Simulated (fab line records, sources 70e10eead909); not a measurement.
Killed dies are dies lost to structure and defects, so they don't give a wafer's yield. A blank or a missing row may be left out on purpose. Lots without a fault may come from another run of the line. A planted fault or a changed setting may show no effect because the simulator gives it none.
fab line records | flow nand_harc | part 2 of 2: steps 25 to 34 of 34
record lots=5 wafers=15 last_day=32
route steps=1302 shown A_SGD_CUT@917 A_SLIT@922 A_SIN_REMOVE@947
lots that met no fault: from a run of the same line without faults
start_h: hours from the record's first day to the start of the lot's first wafer shown | wait_h: hours since the lot's step before | " the same as in the row above | L1.1+2: a row that stands for several wafers | - no value, or no start given | * or withheld: withheld | < > ~ a bound
route shown NAME@n: a module of which the file shows steps, and the number in the route of the first | usual: mean/standard deviation of fault-free wafers | same: alike in all rows | chamber/n: place in a boat | sites: the reading at each site | _std_site: their standard deviation | _edge_site: outer sites' mean less inner sites' | radius_mm: how far each site lies from the wafer's centre | mask NAME#n: copy n | behind: the tool/chamber that last shaped the wafer | hold: why the lot was held/for how many hours/how that ended | device: the transistor (n, p or np) that didn't switch | end of line: the same wafers' tests at the end of the route | a step without rows: its recipe alone | killed: dies lost to structure and defects at the first sort, not the wafer's yield | map: a wafer's dies, x killed, . not, _ none there
set.NAME: the setting as run; set.NAME@STEP: as run at that earlier step | model.NAME: the simulator's own value behind a step, which no gauge read
lots at some steps of the route; a table a step, a row a wafer
services: from which hour (start_h, from the record's first day; less than 0 if before it) a tool's chamber was out of use, for how many hours, and why
## steps
# step NHARC_A_SLIT_STRIP_28
# recipe o2_flow_sccm=400 cos_flow_sccm=20 ar_flow_sccm=0 bias_w=0 chemistry=O2/COS
# columns lot.wafer tool chamber start_h wait_h
L075.2+3+6 rie_diel-06 3,1,2 467.81 0.8
L076.4+2+6 rie_diel-06 1,3,1 483.22 0.7
L078.3+2+1 rie_diel-10 3,0,2 484.87 0.7
L082.4+1+3 rie_diel-10 3,1,2 548.76 0.7
L094.1+3+5 rie_diel-06 0,1,3 655.04 0.8
# step NHARC_A_SLIT_ETCH_29
# recipe target_depth_a=1000 overetch_a=100 time_s=55 ion_energy_ev=100 cf4_flow_sccm=80 o2_flow_sccm=20 ar_flow_sccm=0 rf_w=300 bias_w=100 chemistry=CF4/O2
# usual drypump_motor_current_A=5.8/0.41 oes_product_au=1.005/0.01 rf_vpp_V=197.6/1.5 showerhead_plenum_p_Torr=1.33/0.056 throttle_valve_pct=13.398/0.01
# columns lot.wafer tool chamber start_h wait_h drypump_motor_current_A oes_product_au rf_hours_counter_h rf_vpp_V showerhead_plenum_p_Torr throttle_valve_pct
L075.3 rie_diel-06 3 467.90 0.1 5.9 1.009 11 195.1 1.29 13.392
L075.2 " 1 " " 6.2 1.002 10 197.6 1.37 13.409
L075.6 " 3 " " 5.9 1.006 - 195.1 1.29 13.397
L076.2 rie_diel-06 2 483.31 0.1 6.1 0.990 11 196.7 1.26 13.398
L076.4 " 0 " " 5.3 1.001 11 197.8 1.31 13.393
L076.6 " 3 " " 5.9 0.990 - 196.1 1.29 13.387
L078.2 rie_diel-10 0 484.97 0.1 6.4 1.006 4 198.2 1.39 13.395
L078.3 " 1 " " 5.9 1.000 2 196.3 1.27 13.409
L078.1 " 2 " " 5.8 1.008 4 197.8 1.36 13.392
L082.4 rie_diel-10 1 548.86 0.1 5.9 0.998 5 196.1 1.27 13.410
L082.1 " 2 " " 5.8 1.005 8 197.8 1.36 13.402
L082.3 " 3 " " 5.5 1.013 7 199.0 1.41 13.410
L094.3 rie_diel-06 3 655.12 0.1 5.9 1.026 14 197.1 1.28 13.398
L094.1 " 1 " " 6.2 1.006 14 198.8 1.37 13.393
L094.5 " 3 " " 5.9 1.033 - 196.7 1.28 13.391
# step NHARC_A_SLIT_STRIP_18
# recipe o2_flow_sccm=500 ar_flow_sccm=0 bias_w=0 chemistry=O2
# usual drypump_motor_current_A=5.8/0.43 oes_product_au=1.003/0.01 rf_vpp_V=57.8/0.83 showerhead_plenum_p_Torr=3.52/0.14 throttle_valve_pct=17.037/0.0087
# columns lot.wafer tool chamber start_h wait_h drypump_motor_current_A oes_product_au rf_hours_counter_h rf_vpp_V showerhead_plenum_p_Torr throttle_valve_pct
L075.3 rie_diel-06 1 - - 6.3 1.004 10 56.2 3.62 17.044
L075.2 " 0 " " 5.3 1.015 10 58.3 3.46 17.025
L075.6 " 2 " " 6.1 0.995 - 57.1 3.33 17.041
L076.2 rie_diel-06 2 - - 6.1 0.989 11 57.4 3.33 17.041
L076.4 " 3 " " 5.9 0.997 12 57.6 3.41 17.044
L076.6 " 1 " " 6.2 0.994 - 58.6 3.62 17.052
L078.2 rie_diel-10 3 - - 5.5 1.006 4 59.0 3.72 17.040
L078.3 " 0 " " 6.4 0.989 4 58.3 3.66 17.045
L078.1 " 1 " " 5.9 0.991 2 59.2 3.36 17.033
L082.1 rie_diel-10 3 - - 5.5 1.015 7 57.6 3.72 17.056
L082.4 " 0 " " 6.4 1.001 7 58.0 3.66 17.014
L082.3 " 2 " " 5.7 1.006 8 59.2 3.59 17.028
L094.1 rie_diel-06 1 - - 6.3 0.993 14 58.7 3.61 17.037
L094.3 " 0 " " 5.3 1.007 14 56.3 3.45 17.032
L094.5 " 1 " " 6.3 1.004 - 58.1 3.61 17.039
# step NHARC_A_SLIT_PRECLEAN_19
# recipe time_s=* temp_c=50 bath_age_min=0 chemistry=SC1
# usual temp_c=50.01/0.12
# columns lot.wafer tool chamber start_h wait_h temp_c
L075.6 wet_bench-03 4 468.30 - 50.14
L075.2 " 6 " " 50.11
L075.3 " 7 " " 49.95
L076.4 wet_bench-02 2 483.72 - 49.93
L076.6 " 3 " " 49.94
L076.2 " 4 " " 49.89
L078.3 wet_bench-07 5 485.37 - 49.93
L078.2 " 6 " " 50.02
L078.1 " 2 " " 49.82
L082.4 wet_bench-07 0 549.27 - 50.15
L082.3 " 1 " " 50.03
L082.1 " 2 " " 49.81
L094.5 wet_bench-02 1 655.51 - 49.98
L094.3 " 5 " " 50.05
L094.1 " 6 " " 50.19
# step NHARC_A_SLIT_SRD_20
# columns lot.wafer tool chamber start_h wait_h
L075.6+2+3 wet_bench-03 4,6,7 - -
L076.4+6+2 wet_bench-02 2,3,4 - -
L078.3+2+1 wet_bench-07 5,6,2 - -
L082.4+3+1 wet_bench-07 0,1,2 - -
L094.5+3+1 wet_bench-02 1,5,6 - -
# step NHARC_A_SLIT_CD_MEAS_21
# usual cd_nm=289.6/0.9
# columns lot.wafer tool chamber start_h wait_h cd_nm
L075.2 cd_sem-01 - 468.43 - 289.0
L075.3 " - " " 289.6
L075.6 " - " " 289.8
L076.2 cd_sem-03 - 483.85 - 290.9
L076.4 " - " " 291.2
L076.6 " - " " 290.4
L078.1 cd_sem-03 - 485.51 - 290.0
L078.2 " - " " 288.9
L078.3 " - " " 290.1
L082.1 cd_sem-03 - 549.39 - 288.3
L082.3 " - " " 289.1
L082.4 " - " " 289.0
L094.1 cd_sem-02 - 655.65 - 288.6
L094.3 " - " " 289.6
L094.5 " - " " 288.7
# step NHARC_A_SIN_REMOVE_WET_00
# recipe temp_c=160 time_s=15300 chemistry=H3PO4
# usual temp_c=160.02/0.16
# columns lot.wafer tool chamber start_h wait_h temp_c
L075.2 wet_h3po4-01 0 470.10 1.7 159.95
L075.3 " 0 " " 159.80
L075.6 " 0 " " 160.01
L076.2 wet_h3po4-01 0 485.52 1.7 159.88
L076.4 " 0 " " 159.94
L076.6 " 0 " " 159.88
L078.1 wet_h3po4-02 0 487.30 1.8 159.83
L078.2 " 0 " " 159.90
L078.3 " 0 " " 160.08
L082.1 wet_h3po4-01 0 550.64 1.2 160.05
L082.3 " 0 " " 160.18
L082.4 " 0 " " 160.26
L094.1 wet_h3po4-02 0 657.32 1.7 160.01
L094.3 " 0 " " 160.03
L094.5 " 0 " " 160.18
# step NHARC_A_SIN_REMOVE_PRECLEAN_01
# recipe time_s=* temp_c=50 bath_age_min=0 chemistry=SC1
# usual temp_c=50.00/0.1
# columns lot.wafer tool chamber start_h wait_h temp_c
L075.2 wet_bench-01 3 474.90 0.0 50.25
L075.3 " 4 " " 50.04
L075.6 " 6 " " 49.81
L076.2 wet_bench-01 3 490.28 0.0 50.14
L076.6 " 4 " " 49.93
L076.4 " 5 " " 50.03
L078.3 wet_bench-06 6 492.00 0.0 50.10
L078.1 " 7 " " 49.89
L078.2 " 2 " " 50.18
L082.1 wet_bench-06 7 555.51 0.0 50.07
L082.3 " 1 " " 49.90
L082.4 " 3 " " 49.88
L094.3 wet_bench-09 5 662.08 0.0 49.99
L094.1 " 0 " " 50.08
L094.5 " 1 " " 49.94
# step NHARC_A_SIN_REMOVE_SRD_02
# columns lot.wafer tool chamber start_h wait_h
L075.2+3+6 wet_bench-01 3,4,6 - -
L076.2+6+4 wet_bench-01 3,4,5 - -
L078.3+1+2 wet_bench-06 6,7,2 - -
L082.1+3+4 wet_bench-06 7,1,3 - -
L094.3+1+5 wet_bench-09 5,0,1 - -
# step NHARC_A_SIN_REMOVE_INSPECT_04
# usual raw_defect_count=339/63
# columns lot.wafer tool chamber start_h wait_h raw_defect_count
L075.2 defect_inspect-02 - 475.08 0.0 338
L075.3 " - " " 257
L075.6 " - " " 249
L076.2 defect_inspect-01 - 490.46 0.0 297
L076.4 " - " " 340
L076.6 " - " " 317
L078.1 defect_inspect-01 - 492.18 0.0 374
L078.2 " - " " 432
L078.3 " - " " 404
L082.1 defect_inspect-02 - 555.69 0.0 366
L082.3 " - " " 242
L082.4 " - " " 298
L094.1 defect_inspect-02 - 662.28 0.1 345
L094.3 " - " " 258
L094.5 " - " " 529
## services
# columns tool chamber start_h hours kind
wet_bench-05 - 436.80 8.0 pm
rie_diel-12 - 445.44 9.0 pm
wet_bench-01 - 453.64 8.0 pm
rie_diel-10 1 454.11 22.9 repair
rie_diel-12 1 468.97 13.8 repair
pecvd-01 - 473.91 1.7 repair
rie_diel-06 - 484.30 9.0 pm
rie_diel-12 1 486.41 3.3 repair
rie_diel-10 2 494.06 6.7 repair
rie_diel-12 0 499.39 4.0 repair
rie_diel-06 2 500.82 45.8 repair
litho_track-01 - 505.00 7.0 pm
rie_diel-10 0 514.99 2.9 repair
rie_diel-06 - 524.58 0.4 repair
wet_bench-09 - 536.39 8.0 pm
litho_track-04 - 553.00 7.0 pm
rie_diel-06 0 584.98 8.0 repair
pecvd-02 - 589.13 13.0 pm
rie_diel-10 - 596.59 9.0 pm
rie_diel-12 2 599.80 17.9 repair
rie_diel-12 - 622.44 9.0 pm
rie_diel-10 0 626.01 6.2 repair
rie_diel-10 0 640.78 8.6 repair
rie_diel-06 - 661.30 9.0 pm
